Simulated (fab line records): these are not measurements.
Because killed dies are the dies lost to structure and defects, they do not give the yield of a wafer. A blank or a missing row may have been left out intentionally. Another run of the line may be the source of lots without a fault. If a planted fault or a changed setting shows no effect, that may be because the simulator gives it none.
Which tool did it? | flow n5_finfet | Sampling: 15 lots, 43 wafers, 8 of 1938 route steps

## WHAT EACH GAUGE READ, for each wafer
N5_BEOL_M11_INSPECT_13: inspects for defects (brightfield). Usual: raw_defect_count at 391, with a standard deviation of 91.
lot  | measured     | on                | raw_defect_count | flag
L427 | day 12 04:08 | defect_inspect-01 | 268 334 315      |
L426 | day 13 08:35 | defect_inspect-02 | 383 407 329      |
L428 | day 13 12:35 | defect_inspect-01 | 411 401 381      |
L429 | day 13 22:27 | defect_inspect-01 | 291 421 370      |
L436 | day 15 11:12 | defect_inspect-01 | 449 685 502      |
L437 | day 15 17:31 | defect_inspect-01 | 300 366          |
L432 | day 16 04:41 | defect_inspect-01 | 576 395          |
L442 | day 16 19:36 | defect_inspect-02 | 395 446 420      |
L440 | day 16 20:04 | defect_inspect-02 | 411 275 190      |
L445 | day 17 01:40 | defect_inspect-01 | 531 473 393      |
L443 | day 17 20:09 | defect_inspect-02 | 348 345 364      |
L446 | day 18 00:20 | defect_inspect-02 | 347 337 334      |
L447 | day 18 14:48 | defect_inspect-02 | 367 333 350      |
L449 | day 18 16:10 | defect_inspect-02 | 325 221 331      |
L448 | day 18 23:41 | defect_inspect-02 | 282 367 355      |

N5_BEOL_M11_OCD_MEAS_38. Usual: trench_depth_nm at 148.5 nm, with a standard deviation of 1.6.
lot  | measured     | on     | trench_depth_nm (nm) | flag
L427 | day 12 07:41 | ocd-02 | 147.8 147.0 148.3    |
L426 | day 13 10:56 | ocd-02 | 151.8 149.6 151.7    |
L428 | day 13 14:38 | ocd-02 | 145.3 147.3 146.0    |
L429 | day 14 00:47 | ocd-02 | 147.4 146.9 149.9    |
L436 | day 15 14:08 | ocd-02 | 42.9 146.8 147.3     | OFF
L437 | day 15 19:08 | ocd-01 | 148.0 15.1           | OFF
L432 | day 16 06:27 | ocd-02 | 149.4 43.7           | OFF
L442 | day 16 23:37 | ocd-02 | 147.7 146.8 147.4    |
L440 | day 16 23:58 | ocd-02 | 147.7 147.9 148.5    |
L445 | day 17 03:34 | ocd-02 | 147.0 148.9 147.0    |
L443 | day 17 21:46 | ocd-01 | 148.0 149.3 149.7    |
L446 | day 18 03:01 | ocd-01 | 146.8 147.6 146.7    |
L447 | day 18 17:46 | ocd-01 | 147.1 146.9 149.4    |
L449 | day 18 18:14 | ocd-02 | 148.7 144.8 148.5    |
L448 | day 19 03:19 | ocd-02 | 147.7 148.1 147.8    |

N5_BEOL_M11_THK_MEAS_53: measures by xrf. Usual: M11_THK gives 135.2 nm (standard deviation 2).
lot  | measured     | on            | M11_THK (nm)      | flag
L427 | day 12 10:07 | film_metro-01 | 135.1 133.8 135.6 |
L426 | day 13 15:16 | film_metro-02 | 137.8 134.7 137.4 |
L428 | day 13 18:49 | film_metro-02 | 131.2 133.5 131.7 |
L429 | day 14 03:33 | film_metro-01 | 135.2 131.6 135.6 |
L436 | day 15 16:50 | film_metro-02 | - 134.7 135.5     |
L437 | day 15 23:19 | film_metro-01 | 136.4 -           |
L432 | day 16 09:23 | film_metro-02 | 137.2 -           |
L442 | day 17 02:10 | film_metro-01 | 133.4 132.2 134.1 |
L440 | day 17 03:21 | film_metro-01 | 136.8 136.2 135.4 |
L445 | day 17 07:40 | film_metro-02 | 132.9 133.8 132.1 |
L443 | day 18 00:51 | film_metro-01 | 136.8 136.4 135.8 |
L446 | day 18 05:21 | film_metro-02 | 132.0 134.2 132.9 |
L447 | day 18 20:28 | film_metro-01 | 136.0 134.8 139.0 |
L449 | day 18 20:59 | film_metro-02 | 134.6 130.6 133.1 |
L448 | day 19 06:36 | film_metro-01 | 136.6 135.4 135.4 |

N5_BEOL_M11_RS_MEAS_57: uses a four-point probe to measure. Usual: M11_RS gives 0.1512 ohm/sq (standard deviation 0.0021).
lot  | measured     | on            | M11_RS (ohm/sq)      | flag
L427 | day 12 10:14 | film_metro-01 | 0.1527 0.1549 0.1523 |
L426 | day 13 15:23 | film_metro-02 | 0.1471 0.1515 0.1484 |
L428 | day 13 18:56 | film_metro-01 | 0.1552 0.1524 0.1544 |
L429 | day 14 03:40 | film_metro-02 | 0.1512 0.1550 0.1499 |
L436 | day 15 16:58 | film_metro-02 | - 0.1517 0.1504      |
L437 | day 15 23:27 | film_metro-02 | 0.1501 -             |
L432 | day 16 09:32 | film_metro-02 | 0.1484 -             |
L442 | day 17 02:19 | film_metro-01 | 0.1525 0.1536 0.1511 |
L440 | day 17 03:29 | film_metro-02 | 0.1501 0.1506 0.1513 |
L445 | day 17 07:47 | film_metro-01 | 0.1519 0.1513 0.1529 |
L443 | day 18 00:59 | film_metro-01 | 0.1513 0.1509 0.1505 |
L446 | day 18 05:28 | film_metro-01 | 0.1536 0.1509 0.1521 |
L447 | day 18 20:35 | film_metro-01 | 0.1521 0.1535 0.1495 |
L449 | day 18 21:06 | film_metro-02 | 0.1500 0.1560 0.1519 |
L448 | day 19 06:43 | film_metro-01 | 0.1519 0.1531 0.1522 |

## EACH LOT AND THE TOOL THAT RAN IT (in order: tool; ch and the chambers of the sampled wafers; start)
lot  | N5_BEOL_M11_STRIP_67               | N5_BEOL_M11_HM_OPEN_17            | N5_BEOL_M11_ETCH_65                | N5_BEOL_M11_VIA_ETCH_34
L427 | rie_diel-05 ch 0,1, day 12 04:24   | rie_metal-01 ch 0,1, day 12 04:26 | rie_diel-05 ch 0,2,3, day 12 07:14 | rie_diel-05 ch 0,2,3, day 12 07:24
L426 | rie_diel-05 ch 2,3, day 13 09:13   | rie_metal-01 ch 0,1, day 13 09:16 | rie_diel-02 ch 2,3, day 13 10:29   | rie_diel-02 ch 2,3, day 13 10:40
L428 | rie_diel-05 ch 0,1,2, day 13 12:52 | rie_metal-02 ch 0,1, day 13 12:54 | rie_diel-06 ch 0,2,3, day 13 14:11 | rie_diel-06 ch 0,2,3, day 13 14:21
L429 | rie_diel-05 ch 0,1,3, day 13 22:43 | rie_metal-02 ch 0,1, day 13 22:45 | rie_diel-05 ch 2,3, day 14 00:19   | rie_diel-05 ch 2,3, day 14 00:29
L436 | rie_diel-02 ch 0,2,3, day 15 11:35 | rie_metal-02 ch 0,1, day 15 11:37 | rie_diel-05 ch 0,2,3, day 15 13:41 | rie_diel-05 ch 0,2,3, day 15 13:52
L437 | rie_diel-06 ch 0,3, day 15 17:47   | rie_metal-02 ch 0,1, day 15 17:53 | rie_diel-05 ch 0,3, day 15 18:42   | rie_diel-05 ch 0,3, day 15 18:53
L432 | rie_diel-05 ch 0,2, day 16 04:57   | rie_metal-02 ch 1, day 16 05:01   | rie_diel-05 ch 1,3, day 16 05:59   | rie_diel-05 ch 1,3, day 16 06:10
L442 | rie_diel-02 ch 0,2,3, day 16 20:17 | rie_metal-01 ch 0,1, day 16 20:19 | rie_diel-02 ch 0,2, day 16 23:10   | rie_diel-02 ch 0,2, day 16 23:20
L440 | rie_diel-06 ch 0,1,2, day 16 20:28 | rie_metal-01 ch 0,1, day 16 20:34 | rie_diel-05 ch 0,1,3, day 16 23:29 | rie_diel-05 ch 0,1,3, day 16 23:40
L445 | rie_diel-02 ch 2,3, day 17 02:13   | rie_metal-03 ch 0,1, day 17 02:15 | rie_diel-05 ch 0,1,3, day 17 03:07 | rie_diel-05 ch 0,1,3, day 17 03:17
L443 | rie_diel-02 ch 0,2, day 17 20:29   | rie_metal-01 ch 0,1, day 17 20:31 | rie_diel-06 ch 1,2,3, day 17 21:19 | rie_diel-06 ch 1,2,3, day 17 21:29
L446 | rie_diel-06 ch 1,2,3, day 18 00:36 | rie_metal-01 ch 0, day 18 00:38   | rie_diel-05 ch 1,2, day 18 02:33   | rie_diel-05 ch 1,2, day 18 02:44
L447 | rie_diel-06 ch 1,2, day 18 15:20   | rie_metal-03 ch 0,1, day 18 15:23 | rie_diel-02 ch 0,3, day 18 17:19   | rie_diel-02 ch 0,3, day 18 17:29
L449 | rie_diel-02 ch 0,1,3, day 18 16:26 | rie_metal-02 ch 0,1, day 18 16:29 | rie_diel-02 ch 0,1,2, day 18 17:47 | rie_diel-02 ch 0,1,2, day 18 17:57
L448 | rie_diel-05 ch 0,2,3, day 18 23:57 | rie_metal-03 ch 0,1, day 19 00:00 | rie_diel-05 ch 0,1,3, day 19 02:52 | rie_diel-05 ch 0,1,3, day 19 03:02
- N5_BEOL_M11_STRIP_67: strips in CF4.
- N5_BEOL_M11_HM_OPEN_17: chemistry Cl2/BCl3, target TiN, target depth 20 nm, overetch 6 nm.
- N5_BEOL_M11_ETCH_65: etches SiARC in CF4, target depth 39 nm, time 65 s.
- N5_BEOL_M11_VIA_ETCH_34: etches SiCOH lowk in C4F6/O2, target depth 184.5 nm, time 69.2 s.

## AS READ BY THE TOOLS THEMSELVES (means over the sampled wafers that have a number; for cases with no such wafer, the mark the record gives instead)
N5_BEOL_M11_STRIP_67. Usual: chamber_pressure_mTorr 50.01 mTorr, standard deviation 0.042; drypump_motor_current_A 5.6 A, standard deviation 0.34; oes_product_au 0.80 a.u., standard deviation 0.091; rf_vpp_V 270.7 V, standard deviation 1.7; showerhead_plenum_p_Torr 1.78 Torr, standard deviation 0.068; throttle_valve_pct 13.62 %, standard deviation 0.23.
lot  | tool        | chamber_pressure_mTorr (mTorr) | drypump_motor_current_A (A) | oes_product_au (a.u.) | rf_vpp_V (V) | showerhead_plenum_p_Torr (Torr) | throttle_valve_pct (%) | flag
L427 | rie_diel-05 | 50.05                          | 5.6                         | 0.80                  | 271.4        | 1.79                            | 13.56                  |
L426 | rie_diel-05 | 49.99                          | 5.5                         | 0.86                  | 270.9        | 1.79                            | 13.72                  |
L428 | rie_diel-05 | 50.03                          | 5.5                         | 0.79                  | 269.3        | 1.76                            | 13.73                  |
L429 | rie_diel-05 | 50.02                          | 5.6                         | 0.84                  | 271.9        | 1.79                            | 13.55                  |
L436 | rie_diel-02 | 50.02                          | 5.4                         | 0.74                  | 271.1        | 1.79                            | 13.53                  |
L437 | rie_diel-06 | 49.98                          | 5.8                         | 0.84                  | 270.1        | 1.73                            | 13.73                  |
L432 | rie_diel-05 | 50.05                          | 5.6                         | 0.80                  | 268.6        | 1.73                            | 13.82                  |
L442 | rie_diel-02 | 50.03                          | 5.4                         | 0.73                  | 270.6        | 1.79                            | 13.55                  |
L440 | rie_diel-06 | 50.03                          | 5.9                         | 0.81                  | 271.3        | 1.78                            | 13.58                  |
L445 | rie_diel-02 | 50.04                          | 5.5                         | 0.74                  | 269.1        | 1.72                            | 13.58                  |
L443 | rie_diel-02 | 49.98                          | 5.8                         | 0.71                  | 272.5        | 1.85                            | 13.50                  |
L446 | rie_diel-06 | 49.97                          | 5.8                         | 0.87                  | 271.0        | 1.80                            | 13.49                  |
L447 | rie_diel-06 | 50.00                          | 5.9                         | 0.85                  | 271.3        | 1.85                            | 13.34                  |
L449 | rie_diel-02 | 50.02                          | 5.4                         | 0.76                  | 270.4        | 1.77                            | 13.59                  |
L448 | rie_diel-05 | 50.01                          | 5.6                         | 0.81                  | 270.3        | 1.76                            | 13.79                  |

N5_BEOL_M11_HM_OPEN_17. Usual: bcl3_flow_sccm 21.75 sccm, standard deviation 0.069; bias_w 126.0 W, standard deviation 0.38; chamber_pressure_mTorr 10.000 mTorr, standard deviation 0.0091; drypump_motor_current_A 5.8 A, standard deviation 0.52; oes_ar_750_au 0.80 a.u., standard deviation 0.071; oes_product_au 0.68 a.u., standard deviation 0.061; rf_fwd_power_W 993 W, standard deviation 3.3; throttle_valve_pct 21.99 %, standard deviation 0.21.
lot  | tool         | bcl3_flow_sccm (sccm) | bias_w (W) | chamber_pressure_mTorr (mTorr) | drypump_motor_current_A (A) | oes_ar_750_au (a.u.) | oes_product_au (a.u.) | rf_fwd_power_W (W) | throttle_valve_pct (%) | flag
L427 | rie_metal-01 | 21.64                 | 126.4      | 9.992                          | 5.5                         | 0.74                 | 0.63                  | 997                | 22.08                  |
L426 | rie_metal-01 | 21.71                 | 125.7      | 9.999                          | 5.5                         | 0.73                 | 0.61                  | 994                | 22.10                  |
L428 | rie_metal-02 | 21.77                 | 125.6      | 9.999                          | 6.2                         | 0.76                 | 0.64                  | 991                | 21.93                  |
L429 | rie_metal-02 | 21.75                 | 126.3      | 10.006                         | 6.2                         | 0.75                 | 0.63                  | 995                | 21.92                  |
L436 | rie_metal-02 | 21.77                 | 125.9      | 9.998                          | 6.2                         | 0.74                 | 0.61                  | 994                | 21.99                  |
L437 | rie_metal-02 | 21.84                 | 126.0      | 10.003                         | 6.2                         | 0.75                 | 0.59                  | 993                | 22.01                  |
L432 | rie_metal-02 | 21.83                 | 126.0      | 10.006                         | 6.2                         | 0.76                 | 0.60                  | 992                | 21.98                  |
L442 | rie_metal-01 | 21.73                 | 126.1      | 10.005                         | 5.4                         | 0.91                 | 0.77                  | 998                | 21.97                  |
L440 | rie_metal-01 | 21.77                 | 126.0      | 10.001                         | 5.8                         | 0.88                 | 0.74                  | 995                | 21.95                  |
L445 | rie_metal-03 | 21.73                 | 126.1      | 9.997                          | 5.3                         | 0.84                 | 0.71                  | 991                | 22.18                  |
L443 | rie_metal-01 | 21.78                 | 126.1      | 9.997                          | 5.8                         | 0.86                 | 0.73                  | 994                | 21.96                  |
L446 | rie_metal-01 | 21.74                 | 125.9      | 10.004                         | 6.1                         | 0.83                 | 0.70                  | 995                | 21.96                  |
L447 | rie_metal-03 | 21.76                 | 125.9      | 10.001                         | 5.1                         | 0.83                 | 0.71                  | 993                | 21.93                  |
L449 | rie_metal-02 | 21.73                 | 125.7      | 9.996                          | 6.2                         | 0.73                 | 0.62                  | 992                | 21.95                  |
L448 | rie_metal-03 | 21.78                 | 125.5      | 10.005                         | 5.1                         | 0.82                 | 0.70                  | 991                | 21.95                  |

N5_BEOL_M11_ETCH_65. Usual: bias_w 36.02 W, standard deviation 0.11; chamber_pressure_mTorr 40.00 mTorr, standard deviation 0.038; drypump_motor_current_A 5.5 A, standard deviation 0.35; etch_rf_on_time_s 64.9 s, standard deviation 0.77; oes_product_au 0.67 a.u., standard deviation 0.07; rf_fwd_power_W 537 W, standard deviation 3.1; rf_vpp_V 183.8 V, standard deviation 1.3; showerhead_plenum_p_Torr 2.12 Torr, standard deviation 0.082; throttle_valve_pct 15.67 %, standard deviation 0.23.
lot  | tool        | bias_w (W) | chamber_pressure_mTorr (mTorr) | drypump_motor_current_A (A) | etch_rf_on_time_s (s) | oes_product_au (a.u.) | rf_fwd_power_W (W) | rf_vpp_V (V) | showerhead_plenum_p_Torr (Torr) | throttle_valve_pct (%) | flag
L427 | rie_diel-05 | 35.93      | 40.01                          | 5.6                         | 65.7                  | 0.74                  | 540                | 183.7        | 2.12                            | 15.76                  |
L426 | rie_diel-02 | 35.98      | 39.95                          | 5.8                         | 64.2                  | 0.64                  | 533                | 183.6        | 2.14                            | 15.46                  |
L428 | rie_diel-06 | 36.04      | 39.98                          | 5.9                         | 65.9                  | 0.58                  | 537                | 183.0        | 2.06                            | 15.90                  |
L429 | rie_diel-05 | 36.08      | 39.98                          | 5.4                         | 65.3                  | 0.68                  | 536                | 183.6        | 2.09                            | 15.95                  |
L436 | rie_diel-05 | 36.15      | 40.01                          | 5.6                         | 65.4                  | 0.71                  | 536                | 182.8        | 2.11                            | 15.79                  |
L437 | rie_diel-05 | 36.05      | 40.00                          | 5.8                         | 65.4                  | 0.76                  | 540                | 184.1        | 2.14                            | 15.62                  |
L432 | rie_diel-05 | 36.02      | 40.00                          | 5.6                         | 65.2                  | 0.68                  | 538                | 184.5        | 2.16                            | 15.66                  |
L442 | rie_diel-02 | 36.04      | 40.00                          | 5.4                         | 65.2                  | 0.61                  | 539                | 184.8        | 2.21                            | 15.52                  |
L440 | rie_diel-05 | 36.08      | 39.94                          | 5.6                         | 65.3                  | 0.70                  | 540                | 184.4        | 2.13                            | 15.66                  |
L445 | rie_diel-05 | 36.03      | 40.01                          | 5.6                         | 65.4                  | 0.69                  | 537                | 183.9        | 2.13                            | 15.65                  |
L443 | rie_diel-06 | 35.91      | 40.00                          | 5.8                         | 65.0                  | 0.75                  | 540                | 184.9        | 2.15                            | 15.54                  |
L446 | rie_diel-05 | 36.05      | 39.98                          | 5.2                         | 66.0                  | 0.59                  | 538                | 182.2        | 2.07                            | 16.01                  |
L447 | rie_diel-02 | 35.98      | 40.02                          | 5.1                         | 64.4                  | 0.62                  | 534                | 184.1        | 2.12                            | 15.63                  |
L449 | rie_diel-02 | 36.05      | 40.01                          | 5.7                         | 65.1                  | 0.64                  | 537                | 184.5        | 2.20                            | 15.52                  |
L448 | rie_diel-05 | 36.00      | 40.01                          | 5.6                         | 64.8                  | 0.68                  | 540                | 184.1        | 2.13                            | 15.68                  |

N5_BEOL_M11_VIA_ETCH_34. Usual: bias_w 185.0 W, standard deviation 0.54; chamber_pressure_mTorr 30.003 mTorr, standard deviation 0.027; drypump_motor_current_A 5.5 A, standard deviation 0.35; oes_ar_750_au 0.78 a.u., standard deviation 0.081; oes_product_au 0.78 a.u., standard deviation 0.084; rf_fwd_power_W 341.7 W, standard deviation 1.6; rf_vpp_V 666 V, standard deviation 9.1; showerhead_plenum_p_Torr 2.82 Torr, standard deviation 0.11; throttle_valve_pct 20.95 %, standard deviation 0.25.
lot  | tool        | bias_w (W) | chamber_pressure_mTorr (mTorr) | drypump_motor_current_A (A) | oes_ar_750_au (a.u.) | oes_product_au (a.u.) | rf_fwd_power_W (W) | rf_vpp_V (V) | showerhead_plenum_p_Torr (Torr) | throttle_valve_pct (%) | flag
L427 | rie_diel-05 | 185.0      | 29.983                         | 5.6                         | 0.87                 | 0.88                  | 342.2              | 668          | 2.81                            | 21.14                  |
L426 | rie_diel-02 | 185.2      | 30.025                         | 5.8                         | 0.74                 | 0.75                  | 340.0              | 670          | 2.84                            | 20.72                  |
L428 | rie_diel-06 | 185.0      | 29.982                         | 5.9                         | 0.68                 | 0.68                  | 342.1              | 665          | 2.74                            | 21.16                  |
L429 | rie_diel-05 | 185.1      | 29.998                         | 5.4                         | 0.79                 | 0.79                  | 340.2              | 661          | 2.78                            | 21.30                  |
L436 | rie_diel-05 | 185.4      | 29.994                         | 5.6                         | 0.84                 | 0.71                  | 341.5              | 667          | 2.80                            | 21.12                  |
L437 | rie_diel-05 | 185.1      | 30.000                         | 5.8                         | 0.89                 | 0.64                  | 343.1              | 671          | 2.85                            | 20.95                  |
L432 | rie_diel-05 | 184.7      | 29.992                         | 5.6                         | 0.79                 | 0.65                  | 343.6              | 662          | 2.85                            | 20.88                  |
L442 | rie_diel-02 | 184.7      | 30.013                         | 5.4                         | 0.72                 | 0.71                  | 342.4              | 678          | 2.93                            | 20.73                  |
L440 | rie_diel-05 | 184.7      | 30.020                         | 5.7                         | 0.82                 | 0.81                  | 343.0              | 667          | 2.83                            | 20.96                  |
L445 | rie_diel-05 | 184.9      | 30.009                         | 5.6                         | 0.82                 | 0.81                  | 342.6              | 666          | 2.83                            | 20.96                  |
L443 | rie_diel-06 | 185.4      | 30.007                         | 5.8                         | 0.87                 | 0.88                  | 342.9              | 665          | 2.86                            | 20.89                  |
L446 | rie_diel-05 | 185.4      | 30.017                         | 5.2                         | 0.71                 | 0.70                  | 341.4              | 657          | 2.74                            | 21.26                  |
L447 | rie_diel-02 | 185.1      | 29.998                         | 5.1                         | 0.72                 | 0.71                  | 339.6              | 669          | 2.82                            | 20.85                  |
L449 | rie_diel-02 | 185.0      | 29.979                         | 5.7                         | 0.75                 | 0.75                  | 341.7              | 673          | 2.92                            | 20.78                  |
L448 | rie_diel-05 | 185.5      | 30.011                         | 5.6                         | 0.80                 | 0.80                  | 342.4              | 667          | 2.83                            | 20.99                  |

## THE ANSWER, worked out from the rows above alone
Rule: a lot counts as off when the mean over its wafers that have a number is more than 3 standard deviations away from the usual mean. Also off: a lot with no number at a reading for which 4 or more lots have one. Where the step has rows for the other lots, those lots are counted as sound. After the gauges, taken in route order, come the tools' own readings; for these a lot's mean is taken, as printed above. At the first step where some lot is off, the reading lying furthest off is the one used; lots without a number count as furthest.
Off, at N5_BEOL_M11_OCD_MEAS_38 on trench_depth_nm: L436, L437, L432.
If a tool, at a process step before that reading, ran all the lots that are off and no sound lot after the first of them, it fits. Gauges at N5_BEOL_M11_OCD_MEAS_38: tried the same way as those tools. None of those tried fits.

## WHAT THE SIMULATOR PUT IN
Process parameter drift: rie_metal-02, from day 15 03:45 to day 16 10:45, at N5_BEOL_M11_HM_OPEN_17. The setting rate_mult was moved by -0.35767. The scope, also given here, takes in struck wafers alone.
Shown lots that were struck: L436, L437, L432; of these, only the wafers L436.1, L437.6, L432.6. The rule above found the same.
